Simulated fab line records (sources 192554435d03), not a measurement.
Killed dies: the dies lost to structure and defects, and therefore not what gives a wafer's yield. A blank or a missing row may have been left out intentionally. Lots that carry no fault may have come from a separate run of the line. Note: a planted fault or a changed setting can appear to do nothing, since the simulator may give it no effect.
fab line records    flow n5Finfet
[record] lots = 7  wafers = 21
route steps=1938 shown PMOS_HMC_CHANNEL_EPI@57 FIN_CUT@169 DUMMY_GATE@222 SPACER0@259 SD_EPI_N@263
startH: hours from the record's opening day to when the first of the lot's shown wafers began    waitH: how many hours have passed since the lot's step before this one    " identical to the entry in the row above    L1.1+2: several wafers, shown together as one row    - either no value or no given start    * or withheld: withheld    < > ~ a bound
route shown NAME@n: names a module that has steps shown in the file, with the first one's number in the route    usual: mean/standard deviation of fault-free wafers    same: alike in all rows    chamber/n: place in a boat    sites: per-site readings    _std_site: the standard deviation of these    _edge_site: the outer-site mean with the inner-site mean subtracted    radiusMm: how far each site lies from the wafer's centre    mask NAME#n: copy n    behind: the tool/chamber that last shaped the wafer    hold: the reason the lot was held/the length of the hold in hours/how it ended    device: transistor that didn't switch, given as n, p or np    end of line: the tests these same wafers got at the end of their route    a step with no rows: only its recipe    killed: at the first sort, the dies lost to defects and structure; wafer yield is something else    map: the dies of a wafer, with x for killed, . for not killed, _ for no die there
set.NAME: the setting the step ran with; set.NAME@STEP: the setting that earlier step ran with    model.NAME: the simulator's own value behind a step, which no gauge read
lots run with intentionally changed settings; tables by step, rows by wafer
[[steps]]
[step N5_PMOS_HMC_CHANNEL_EPI_HM_DEP_34]
[recipe] material = SiO2  targetThkA = 360  tempC = 400  precursor = TEOS/O2  pressureTorr = 6.5  rfW = 900  teosFlowSccm = 161.4  gas = O2  flowSccm = 2650  timeS = 6.9
lot.wafer  tool      chamber  startH  waitH  set.timeS  model.SiO2_of_PMOS_HMC_CHANNEL_EPI_HM_DEP_34.thkNm
L074.3     pecvd-04  2        17.01   0.0    6.41       33.48
L074.4     "         0        "       "      6.41       33.11
L074.6     "         2        "       "      6.9        36.37
L077.1     pecvd-04  0        35.18   0.0    6.9        34.79
L077.2     "         1        "       "      7.615      38.88
L077.5     "         0        "       "      6.9        35.83
L078.3     pecvd-04  0        41.24   0.0    6.9        35.46
L078.5     "         1        "       "      7.457      38.56
L078.6     "         0        "       "      6.9        35.63
L081.1     pecvd-01  1        59.97   0.0    6.9        35.34
L081.2     "         2        "       "      6.9        35.53
L081.4     "         0        "       "      6.9        36.2
L082.4     pecvd-01  2        64.95   0.0    6.9        36.24
L082.5     "         1        "       "      6.9        35.48
L082.6     "         0        "       "      6.9        36.5
L084.2     pecvd-03  0        77.19   0.0    6.119      31.99
L084.5     "         2        "       "      6.9        36.46
L084.6     "         1        "       "      6.119      32.66
L095.1     pecvd-01  0        143.61  0.0    6.9        35.67
L095.2     "         1        "       "      6.9        35.37
L095.3     "         2        "       "      6.9        35.58
[step N5_PMOS_HMC_CHANNEL_EPI_PEB_07]
[recipe] pebTempC = 110  pebTimeS = 60  resist = CAR-ArF-block
lot.wafer   tool           chamber  startH  waitH  set.pebTimeS
L074.3+6    lithoTrack-02  0        17.23   0.0    72.79
L074.4      "              0        "       "      60
L077.1+2+5  lithoTrack-01  0        35.40   0.1    60
L078.3+5+6  lithoTrack-01  0        41.58   0.0    60
L081.1+2+4  lithoTrack-02  0        60.18   0.1    60
L082.4      lithoTrack-01  0        65.28   0.0    60
L082.5+6    "              0        "       "      55.45
L084.2+5    lithoTrack-05  0        77.40   0.0    60
L084.6      "              0        "       "      46.59
L095.1+3    lithoTrack-05  0        143.95  0.1    50.44
L095.2      "              0        "       "      60
[step N5_PMOS_HMC_CHANNEL_EPI_DEVELOP_08]
[recipe] developTimeS = 30  developer = TMAH  resist = CAR-ArF-block  devTempC = 23  rinseLiquid = diw  dry = airSpin
lot.wafer   tool           chamber  startH  waitH  set.developTimeS
L074.3+4    lithoTrack-02  0        -       -      30
L074.6      "              0        "       "      32.52
L077.1+2+5  lithoTrack-01  0        -       -      30
L078.3+6    lithoTrack-01  0        -       -      32.24
L078.5      "              0        "       "      30
L081.1+2+4  lithoTrack-02  0        -       -      30
L082.4      lithoTrack-01  0        -       -      30
L082.5+6    "              0        "       "      26.59
L084.2      lithoTrack-05  0        -       -      27.75
L084.5+6    "              0        "       "      30
L095.1+2+3  lithoTrack-05  0        -       -      30
[step N5_PMOS_HMC_CHANNEL_EPI_CD_MEAS_09]
[recipe] targetCdNm = 237.4  landingEnergyEv = 500  detector = seInlens
[usual] cdNm = 237.6/1
lot.wafer  tool      chamber  startH  waitH  set.pebTimeS@PMOS_HMC_CHANNEL_EPI_PEB_07  cdNm
L074.3     cdSem-03  0        17.29   -      72.79                                     243.7
L074.4     "         0        "       "      60                                        237.9
L074.6     "         0        "       "      72.79                                     244.5
L077.1     cdSem-02  0        35.47   -      60                                        242.5
L077.2     "         0        "       "      60                                        244.2
L077.5     "         0        "       "      60                                        239.2
L078.3     cdSem-01  0        41.65   -      60                                        240.1
L078.5     "         0        "       "      60                                        237.0
L078.6     "         0        "       "      60                                        237.4
L081.1     cdSem-02  0        60.25   -      60                                        237.7
L081.2     "         0        "       "      60                                        237.5
L081.4     "         0        "       "      60                                        237.1
L082.4     cdSem-01  0        65.35   -      60                                        237.9
L082.5     "         0        "       "      55.45                                     235.0
L082.6     "         0        "       "      55.45                                     237.7
L084.2     cdSem-01  0        77.47   -      60                                        236.8
L084.5     "         0        "       "      60                                        233.9
L084.6     "         0        "       "      46.59                                     221.1
L095.1     cdSem-02  0        144.02  -      50.44                                     231.4
L095.2     "         0        "       "      60                                        235.7
L095.3     "         0        "       "      50.44                                     226.3
[step N5_PMOS_HMC_CHANNEL_EPI_DESCUM_14]
[recipe] chemistry = O2  timeS = 7.9  sourcePowerW = 50  biasPowerW = 20  pressureMtorr = 20  rfFrequencyHz = 2.712e+07  tempC = 40  resist = CAR-ArF-block  o2FlowSccm = 225
lot.wafer  tool        chamber  startH  waitH  set.pebTimeS@PMOS_HMC_CHANNEL_EPI_PEB_07  model.PMOS_HMC_CHANNEL_EPI.cdNm
L074.3     rieDiel-01  3        17.45   0.1    72.79                                     244
L074.4     "           1        "       "      60                                        237.5
L074.6     "           2        "       "      72.79                                     244.4
L077.1     rieDiel-05  0        35.56   0.0    60                                        242.8
L077.2     "           1        "       "      60                                        244.4
L077.5     "           1        "       "      60                                        239.7
L078.3     rieDiel-01  1        41.73   0.0    60                                        239.6
L078.5     "           1        "       "      60                                        236.8
L078.6     "           0        "       "      60                                        237.2
L081.1     rieDiel-01  2        60.33   0.0    60                                        237.7
L081.2     "           3        "       "      60                                        237.4
L081.4     "           0        "       "      60                                        237.1
L082.4     rieDiel-01  1        65.43   0.0    60                                        237.8
L082.5     "           0        "       "      55.45                                     235.1
L082.6     "           3        "       "      55.45                                     238.2
L084.2     rieDiel-01  2        77.91   0.4    60                                        237
L084.5     "           1        "       "      60                                        233.9
L084.6     "           2        "       "      46.59                                     221.1
L095.1     rieDiel-01  3        144.11  0.0    50.44                                     231.1
L095.2     "           0        "       "      60                                        235.7
L095.3     "           2        "       "      50.44                                     226.3
[step N5_PMOS_HMC_CHANNEL_EPI_ETCH_32]
[recipe] chemistry = N2/H2  target = BARC  stopOn = SiO2  targetDepthA = 858  overEtchFrac = 0.3  timeS = 50.3  ionEnergyEv = 200  maskMaterial = CAR-ArF-block  pressureMtorr = 30  sourceW = 840  biasW = 150  n2FlowSccm = 200  h2FlowSccm = 200
lot.wafer  tool        chamber  startH  waitH  set.pebTimeS@PMOS_HMC_CHANNEL_EPI_PEB_07  model.PMOS_HMC_CHANNEL_EPI.cdNm
L074.3     rieDiel-01  3        17.49   0.0    72.79                                     246.9
L074.4     "           1        "       "      60                                        239.9
L074.6     "           2        "       "      72.79                                     247.6
L077.1     rieDiel-05  0        35.59   0.0    60                                        245.2
L077.2     "           1        "       "      60                                        247.5
L077.5     "           1        "       "      60                                        243.3
L078.3     rieDiel-01  1        41.77   0.0    60                                        242.9
L078.5     "           1        "       "      60                                        240.5
L078.6     "           0        "       "      60                                        239.4
L081.1     rieDiel-01  2        60.37   0.0    60                                        241
L081.2     "           3        "       "      60                                        240.2
L081.4     "           0        "       "      60                                        239.2
L082.4     rieDiel-01  1        65.46   0.0    60                                        242
L082.5     "           0        "       "      55.45                                     237.4
L082.6     "           3        "       "      55.45                                     241.5
L084.2     rieDiel-01  2        77.94   0.0    60                                        240.5
L084.5     "           1        "       "      60                                        237.4
L084.6     "           2        "       "      46.59                                     224
L095.1     rieDiel-01  3        144.14  0.0    50.44                                     235
L095.2     "           0        "       "      60                                        238.1
L095.3     "           2        "       "      50.44                                     228.4
[step N5_FIN_CUT_ETCH_21]
[recipe] chemistry = N2/H2  target = SOC  targetDepthA = 2190  overetchA = 438  maskMaterial = SiARC  tempC = 40  ionEnergyEv = 100  biasW = 61  timeS = 523.5  pressureMtorr = 30  sourceW = 850  n2FlowSccm = 200  h2FlowSccm = 200
[usual] rfVppV = 240.7/1.5
lot.wafer  tool        chamber  startH  waitH  set.biasW  rfVppV
L074.3     rieDiel-05  2        26.46   0.0    66.36      255.8
L074.4     "           0        "       "      66.36      250.6
L074.6     "           1        "       "      61         241.4
L077.1     rieDiel-05  1        45.70   0.0    61         244.3
L077.2     "           0        "       "      61         238.1
L077.5     "           2        "       "      61         242.8
L078.3     rieDiel-03  2        50.74   0.0    61         238.3
L078.5     "           2        "       "      61         239.8
L078.6     "           0        "       "      66.15      254.1
L081.1     rieDiel-01  2        71.39   0.0    61         240.0
L081.2     "           3        "       "      61         239.4
L081.4     "           0        "       "      61         241.0
L082.4     rieDiel-01  1        74.76   0.0    61         241.6
L082.5     "           0        "       "      61         240.7
L082.6     "           3        "       "      61         239.2
L084.2     rieDiel-05  2        87.29   0.0    53.35      221.7
L084.5     "           1        "       "      53.35      223.0
L084.6     "           2        "       "      61         243.1
L095.1     rieDiel-03  0        152.90  0.0    61         240.4
L095.2     "           2        "       "      61         239.9
L095.3     "           1        "       "      61         239.4
[step N5_DUMMY_GATE_COAT_34]
[recipe] resist = SOC  tempC = 250  timeS = 60  spinRpm = 1500  resistThkNm = 60
lot.wafer   tool           chamber  startH  waitH  set.spinRpm  model.SOC_of_DUMMY_GATE_COAT_34.thkNm
L074.3      lithoTrack-02  0        47.08   0.0    1500         60
L074.4+6    "              0        "       "      1620         57.6
L077.1      lithoTrack-03  0        64.65   0.0    1500         60
L077.2+5    "              0        "       "      1423         61.6
L078.3      lithoTrack-03  0        71.27   0.0    1500         60.2
L078.5      "              0        "       "      1354         63
L078.6      "              0        "       "      1500         60
L081.1+2    lithoTrack-03  0        89.88   0.0    1500         60
L081.4      "              0        "       "      1500         60.2
L082.4+5+6  lithoTrack-01  0        92.92   0.0    1384         62.6
L084.2      lithoTrack-02  0        106.91  0.1    1500         60
L084.5      "              0        "       "      1397         62.4
L084.6      "              0        "       "      1500         60.2
L095.1      lithoTrack-02  0        170.75  0.0    1607         57.8
L095.2+3    "              0        "       "      1500         59.8
[step N5_DUMMY_GATE_EXPOSE_12]
[recipe] maskId = GATE  na = 0.33  sourceShape = annular  sigmaInner = 0.2  sigmaOuter = 0.6  polarization = unpolarized  targetCdNm = 25  doseMj = 34
lot.wafer   tool           chamber  startH  waitH  mask    set.doseMj
L074.3+4+6  euvScanner-02  0        47.36   -      GATE#0  34
L077.1      euvScanner-01  0        64.79   -      GATE#0  34
L077.2+5    "              0        "       "      GATE#0  32.38
L078.3      euvScanner-01  0        71.42   -      GATE#0  35.37
L078.5+6    "              0        "       "      GATE#0  34
L081.1+2+4  euvScanner-01  0        90.14   -      GATE#0  34
L082.4+6    euvScanner-01  0        93.08   -      GATE#0  34
L082.5      "              0        "       "      GATE#0  33.36
L084.2+5+6  euvScanner-02  0        107.18  -      GATE#0  34
L095.1      euvScanner-02  0        170.88  -      GATE#0  31.92
L095.2+3    "              0        "       "      GATE#0  34
[step N5_DUMMY_GATE_PEB_13]
[recipe] pebTempC = 100  pebTimeS = 60  resist = CAR-EUV
[step N5_DUMMY_GATE_DEVELOP_14]
[recipe] developTimeS = 30  developer = TMAH  resist = CAR-EUV  rinseLiquid = surfactantRinse  dry = airSpin  devTempC = 23
[step N5_DUMMY_GATE_CD_MEAS_15]
[recipe] targetCdNm = 25.8  landingEnergyEv = 500  detector = seInlens
[usual] cdNm = 24.98/0.24
lot.wafer  tool      chamber  startH  waitH  set.doseMj@DUMMY_GATE_EXPOSE_12  cdNm
L074.3     cdSem-02  0        47.48   -      34                               25.15
L074.4     "         0        "       "      34                               24.78
L074.6     "         0        "       "      34                               24.93
L077.1     cdSem-01  0        64.92   -      34                               24.84
L077.2     "         0        "       "      32.38                            25.61
L077.5     "         0        "       "      32.38                            26.06
L078.3     cdSem-01  0        71.54   -      35.37                            24.14
L078.5     "         0        "       "      34                               25.00
L078.6     "         0        "       "      34                               24.60
L081.1     cdSem-01  0        90.27   -      34                               24.60
L081.2     "         0        "       "      34                               24.81
L081.4     "         0        "       "      34                               24.59
L082.4     cdSem-01  0        93.19   -      34                               24.64
L082.5     "         0        "       "      33.36                            25.08
L082.6     "         0        "       "      34                               25.22
L084.2     cdSem-03  0        107.30  -      34                               24.82
L084.5     "         0        "       "      34                               24.99
L084.6     "         0        "       "      34                               25.39
L095.1     cdSem-02  0        171.01  -      31.92                            26.11
L095.2     "         0        "       "      34                               25.06
L095.3     "         0        "       "      34                               24.78
[step N5_DUMMY_GATE_ETCH_29]
[recipe] chemistry = N2/H2  target = underlayer  targetDepthA = 130  ionEnergyEv = 200  pressureMtorr = 30  sourceW = 840  biasW = 150  n2FlowSccm = 200  h2FlowSccm = 200
[step N5_DUMMY_GATE_ETCH_36]
[recipe] chemistry = CF4  target = SiARC  targetDepthA = 130  pressureMtorr = 40  sourceW = 545  biasW = 36  Ar_flow_sccm = 100  cf4FlowSccm = 100  ionEnergyEv = 80
[step N5_DUMMY_GATE_ETCH_37]
[recipe] chemistry = N2/H2  target = SOC  targetDepthA = 600  overetchA = 300  tempC = 40  ionEnergyEv = 200  pressureMtorr = 30  sourceW = 840  biasW = 150  n2FlowSccm = 200  h2FlowSccm = 200
lot.wafer  tool        chamber  startH  waitH  set.spinRpm@DUMMY_GATE_COAT_34  model.etch.depthNm
L074.3     rieDiel-03  0        48.09   0.0    1500                            60.05
L074.4     "           2        "       "      1620                            57.69
L074.6     "           3        "       "      1620                            57.54
L077.1     rieDiel-01  2        65.21   0.0    1500                            59.94
L077.2     "           0        "       "      1423                            61.66
L077.5     "           3        "       "      1423                            61.55
L078.3     rieDiel-03  1        71.99   0.0    1500                            60.13
L078.5     "           0        "       "      1354                            62.93
L078.6     "           1        "       "      1500                            59.94
L081.1     rieDiel-01  0        90.54   0.0    1500                            60.07
L081.2     "           3        "       "      1500                            59.96
L081.4     "           1        "       "      1500                            60.15
L082.4     rieDiel-01  3        93.46   0.0    1384                            62.69
L082.5     "           1        "       "      1384                            62.61
L082.6     "           2        "       "      1384                            62.62
L084.2     rieDiel-01  2        107.57  0.0    1500                            59.93
L084.5     "           1        "       "      1397                            62.34
L084.6     "           0        "       "      1500                            60.27
L095.1     rieDiel-01  3        171.29  0.0    1607                            57.88
L095.2     "           2        "       "      1500                            59.83
L095.3     "           1        "       "      1500                            59.82
[step N5_DUMMY_GATE_STRIP_38]
[recipe] chemistry = N2/H2  tempC = 40  n2FlowSccm = 200  h2FlowSccm = 200  rfFrequencyHz = 6e+07
[step N5_DUMMY_GATE_STRIP_39]
[recipe] chemistry = N2/H2  tempC = 40  n2FlowSccm = 200  h2FlowSccm = 200  rfFrequencyHz = 6e+07
[step N5_DUMMY_GATE_TRIM_49]
[recipe] chemistry = O2  resist = SOC  timeS = 29  targetCdNm = 14  sourcePowerW = 300  biasPowerW = 0  O2_flow_sccm = 100  tempC = 20
lot.wafer  tool      chamber  startH  waitH  set.doseMj@DUMMY_GATE_EXPOSE_12  model.DUMMY_GATE.cdNm
L074.3+4   rieSi-02  1,3      48.17   0.0    34                               13.8
L074.6     "         2        "       "      34                               13.6
L077.1     rieSi-02  0        65.29   0.0    34                               13.8
L077.2     "         3        "       "      32.38                            15.2
L077.5     "         0        "       "      32.38                            15
L078.3     rieSi-02  1        72.07   0.0    35.37                            12.6
L078.5     "         3        "       "      34                               14.2
L078.6     "         2        "       "      34                               13.4
L081.1     rieSi-06  0        90.62   0.0    34                               13.8
L081.2+4   "         3,1      "       "      34                               14.2
L082.4     rieSi-06  1        93.54   0.0    34                               14.4
L082.5     "         2        "       "      33.36                            14.4
L082.6     "         3        "       "      34                               14.2
L084.2     rieSi-01  1        107.66  0.0    34                               13.6
L084.5     "         0        "       "      34                               13.8
L084.6     "         1        "       "      34                               14.2
L095.1     rieSi-02  0        171.37  0.0    31.92                            15.4
L095.2     "         3        "       "      34                               14.2
L095.3     "         2        "       "      34                               13.8
[step N5_DUMMY_GATE_STRIP_40]
[recipe] chemistry = CF4  resist = SiARC  powerW = 300  biasPowerW = 75  pressureMtorr = 50  cf4FlowSccm = 150  rfFrequencyHz = 6e+07
[step N5_DUMMY_GATE_CD_MEAS_50]
[recipe] targetCdNm = 14
[usual] cdNm = 14.0/0.35
lot.wafer  tool      chamber  startH  waitH  set.doseMj@DUMMY_GATE_EXPOSE_12  cdNm
L074.3     cdSem-01  -        48.33   0.0    34                               13.9
L074.4     "         -        "       "      34                               13.7
L074.6     "         -        "       "      34                               13.7
L077.1     cdSem-03  -        65.44   0.0    34                               13.7
L077.2     "         -        "       "      32.38                            15.1
L077.5     "         -        "       "      32.38                            14.5
L078.3     cdSem-03  -        72.22   0.0    35.37                            12.6
L078.5     "         -        "       "      34                               14.1
L078.6     "         -        "       "      34                               13.2
L081.1     cdSem-03  -        90.77   0.0    34                               13.8
L081.2     "         -        "       "      34                               14.2
L081.4     "         -        "       "      34                               14.3
L082.4     cdSem-02  -        93.70   0.0    34                               14.2
L082.5     "         -        "       "      33.36                            14.7
L082.6     "         -        "       "      34                               14.2
L084.2     cdSem-02  -        107.81  0.0    34                               13.7
L084.5     "         -        "       "      34                               13.9
L084.6     "         -        "       "      34                               14.4
L095.1     cdSem-01  -        171.60  0.0    31.92                            15.6
L095.2     "         -        "       "      34                               14.2
L095.3     "         -        "       "      34                               13.9
[step N5_DUMMY_GATE_ETCH_31]
[recipe] chemistry = C4F6/O2  target = SiO2  maskMaterial = SOC  targetDepthA = 825  timeS = 27.5  ionEnergyEv = 250  pressureMtorr = 30  sourceW = 345  biasW = 185  Ar_flow_sccm = 300  C4F6_flow_sccm = 10  O2_flow_sccm = 10
lot.wafer  tool        chamber  startH  waitH  set.spinRpm@DUMMY_GATE_COAT_34  model.SOC_of_DUMMY_GATE_COAT_34.thkNm
L074.3     rieDiel-03  2        48.37   0.0    1500                            51.8
L074.4+6   "           2,3      "       "      1620                            49.4
L077.1     rieDiel-03  2        65.49   0.0    1500                            51.6
L077.2+5   "           3        "       "      1423                            53.4
L078.3     rieDiel-01  2        72.74   0.5    1500                            52.2
L078.5     "           2        "       "      1354                            54.8
L078.6     "           3        "       "      1500                            51.8
L081.1+2   rieDiel-03  3,1      90.82   0.0    1500                            51.8
L081.4     "           0        "       "      1500                            52
L082.4+6   rieDiel-01  0,3      93.74   0.0    1384                            54.6
L082.5     "           0        "       "      1384                            54.4
L084.2     rieDiel-01  2        107.85  0.0    1500                            51.8
L084.5     "           0        "       "      1397                            54
L084.6     "           3        "       "      1500                            52.2
L095.1     rieDiel-05  1        171.65  0.0    1607                            49.8
L095.2     "           0        "       "      1500                            51.4
L095.3     "           3        "       "      1500                            51.6
[step N5_SPACER0_ALD_00]
[recipe] material = SiOCN  targetThkA = 35  tempC = 400  aldPrecursorFamily = alkyl-aminosilane  aldCoReactant = O2/N2-plasma  pulseTimeS = 3  purgeTimeS = 2  coReactantPurgeTimeS = 2  aldCycles = 58  pressureTorr = 2
lot.wafer  tool       chamber  startH  waitH  set.aldCycles  model.SiOCN_of_SPACER0_ALD_00.thkNm
L074.3     aldSin-02  1        49.30   0.1    58             3.6
L074.4+6   "          0,3      "       "      55             3.4
L077.1+5   aldSin-02  0,2      67.33   0.1    52             3.2
L077.2     "          2        "       "      58             3.4
L078.3+6   aldSin-01  2,3      73.76   0.1    58             3.6
L078.5     "          2        "       "      50             3
L081.1+2   aldSin-01  2,3      92.23   0.1    58             3.6
L081.4     "          1        "       "      58             3.4
L082.4     aldSin-01  2        95.48   0.1    61             3.6
L082.5     "          2        "       "      58             3.4
L082.6     "          3        "       "      58             3.6
L084.2     aldSin-01  1        108.77  0.1    58             3.4
L084.5+6   "          2,1      "       "      66             4
L095.1+2   aldSin-02  3,1      172.78  0.1    64             3.8
L095.3     "          2        "       "      58             3.4
[step N5_SD_EPI_N_COAT_33]
[recipe] resist = SiARC  tempC = 220  timeS = 60  spinRpm = 1500  resistThkNm = 35
lot.wafer   tool           chamber  startH  waitH  set.spinRpm  model.SiARC_of_SD_EPI_N_COAT_33.thkNm
L074.3      lithoTrack-03  0        -       -      1500         35.2
L074.4+6    "              0        "       "      1500         35
L077.1+2    lithoTrack-05  0        -       -      1593         34
L077.5      "              0        "       "      1500         35
L078.3+5+6  lithoTrack-05  0        -       -      1500         35
L081.1+2+4  lithoTrack-04  0        -       -      1500         35
L082.4+6    lithoTrack-05  0        -       -      1500         35
L082.5      "              0        "       "      1354         36.8
L084.2+5+6  lithoTrack-03  0        -       -      1500         35
L095.1      lithoTrack-05  0        -       -      1578         34
L095.2      "              0        "       "      1578         34.2
L095.3      "              0        "       "      1500         35
[step N5_SD_EPI_N_COAT_03]
[recipe] resist = CAR-ArF-block  spinRpm = 1500  resistThkNm = 150
[step N5_SD_EPI_N_EBR_05]
[recipe] solvent = PGMEA  ebrWidthMm = 1.5
[step N5_SD_EPI_N_DESCUM_14]
[recipe] chemistry = O2  timeS = 7.9  sourcePowerW = 50  biasPowerW = 20  pressureMtorr = 20  rfFrequencyHz = 2.712e+07  tempC = 40  resist = CAR-ArF-block  o2FlowSccm = 225
[step N5_SD_EPI_N_ETCH_34]
[recipe] chemistry = CF4  target = SiARC  targetDepthA = 455  maskMaterial = CAR-ArF-block  timeS = 75.8  ionEnergyEv = 80  pressureMtorr = 40  sourceW = 545  biasW = 36  Ar_flow_sccm = 100  cf4FlowSccm = 100  ends = cleared
lot.wafer  tool        chamber  startH  waitH  set.spinRpm@SD_EPI_N_COAT_33  model.CAR-ArF-block_of_SD_EPI_N_COAT_03.thkNm  model.etch.depthNm
L074.3     rieDiel-04  3        50.24   0.0    1500                          111.2                                          35.14
L074.4     "           1        "       "      1500                          111.4                                          35.07
L074.6     "           2        "       "      1500                          111.4                                          34.97
L077.1     rieDiel-02  1        68.46   0.0    1593                          112.4                                          34.05
L077.2     "           0        "       "      1593                          112.8                                          33.9
L077.5     "           2        "       "      1500                          110.4                                          35.05
L078.3     rieDiel-02  2        74.57   0.0    1500                          111.6                                          35.05
L078.5     "           3        "       "      1500                          111.2                                          35.04
L078.6     "           2        "       "      1500                          111.2                                          35.05
L081.1     rieDiel-04  0        93.46   0.0    1500                          111.6                                          35.08
L081.2     "           2        "       "      1500                          111.8                                          35
L081.4     "           1        "       "      1500                          111.2                                          34.97
L082.4     rieDiel-04  2        96.29   0.0    1500                          110.8                                          34.99
L082.5     "           2        "       "      1354                          108.8                                          36.85
L082.6     "           3        "       "      1500                          110.6                                          34.93
L084.2     rieDiel-04  0        109.71  0.0    1500                          112.4                                          35.04
L084.5     "           1        "       "      1500                          112.2                                          34.98
L084.6     "           0        "       "      1500                          112.4                                          35
L095.1     rieDiel-06  2        173.72  0.0    1578                          112.2                                          34.1
L095.2     "           3        "       "      1578                          112.4                                          34.18
L095.3     "           0        "       "      1500                          111.2                                          34.98
[[key]]
[split] step = N5_PMOS_HMC_CHANNEL_EPI_HM_DEP_34  setting = timeS  stated = 6.9  by = wafer
[response] step = N5_PMOS_HMC_CHANNEL_EPI_HM_DEP_34  reading = model.SiO2_of_PMOS_HMC_CHANNEL_EPI_HM_DEP_34.thkNm  change = +0.37  per = 1%  r = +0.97
[split] step = N5_PMOS_HMC_CHANNEL_EPI_PEB_07  setting = pebTimeS  stated = 60  by = wafer
[response] step = N5_PMOS_HMC_CHANNEL_EPI_CD_MEAS_09  reading = cdNm  change = +0.451  per = 1%  r = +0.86
[response] step = N5_PMOS_HMC_CHANNEL_EPI_DESCUM_14  reading = model.PMOS_HMC_CHANNEL_EPI.cdNm  change = +0.461  per = 1%  r = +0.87
[response] step = N5_PMOS_HMC_CHANNEL_EPI_ETCH_32  reading = model.PMOS_HMC_CHANNEL_EPI.cdNm  change = +0.483  per = 1%  r = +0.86
[split] step = N5_PMOS_HMC_CHANNEL_EPI_DEVELOP_08  setting = developTimeS  stated = 30  by = wafer
response none clear
[split] step = N5_FIN_CUT_ETCH_21  setting = biasW  stated = 61  by = wafer
[response] step = N5_FIN_CUT_ETCH_21  reading = rfVppV  change = +1.61  per = 1%  r = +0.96
[split] step = N5_DUMMY_GATE_COAT_34  setting = spinRpm  stated = 1500  by = wafer
[response] step = N5_DUMMY_GATE_COAT_34  reading = model.SOC_of_DUMMY_GATE_COAT_34.thkNm  change = -0.303  per = 1%  r = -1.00
[response] step = N5_DUMMY_GATE_ETCH_37  reading = model.etch.depthNm  change = -0.302  per = 1%  r = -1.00
[response] step = N5_DUMMY_GATE_ETCH_31  reading = model.SOC_of_DUMMY_GATE_COAT_34.thkNm  change = -0.288  per = 1%  r = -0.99
[split] step = N5_DUMMY_GATE_EXPOSE_12  setting = doseMj  stated = 34  by = wafer
[response] step = N5_DUMMY_GATE_CD_MEAS_15  reading = cdNm  change = -0.187  per = 1%  r = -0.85
[response] step = N5_DUMMY_GATE_TRIM_49  reading = model.DUMMY_GATE.cdNm  change = -0.248  per = 1%  r = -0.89
[response] step = N5_DUMMY_GATE_CD_MEAS_50  reading = cdNm  change = -0.248  per = 1%  r = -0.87
[split] step = N5_SPACER0_ALD_00  setting = aldCycles  stated = 58  by = wafer
[response] step = N5_SPACER0_ALD_00  reading = model.SiOCN_of_SPACER0_ALD_00.thkNm  change = +0.0375  per = 1%  r = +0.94
[split] step = N5_SD_EPI_N_COAT_33  setting = spinRpm  stated = 1500  by = wafer
[response] step = N5_SD_EPI_N_COAT_33  reading = model.SiARC_of_SD_EPI_N_COAT_33.thkNm  change = -0.177  per = 1%  r = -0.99
[response] step = N5_SD_EPI_N_ETCH_34  reading = model.CAR-ArF-block_of_SD_EPI_N_COAT_03.thkNm  change = +0.236  per = 1%  r = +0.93
[response] step = N5_SD_EPI_N_ETCH_34  reading = model.etch.depthNm  change = -0.184  per = 1%  r = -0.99
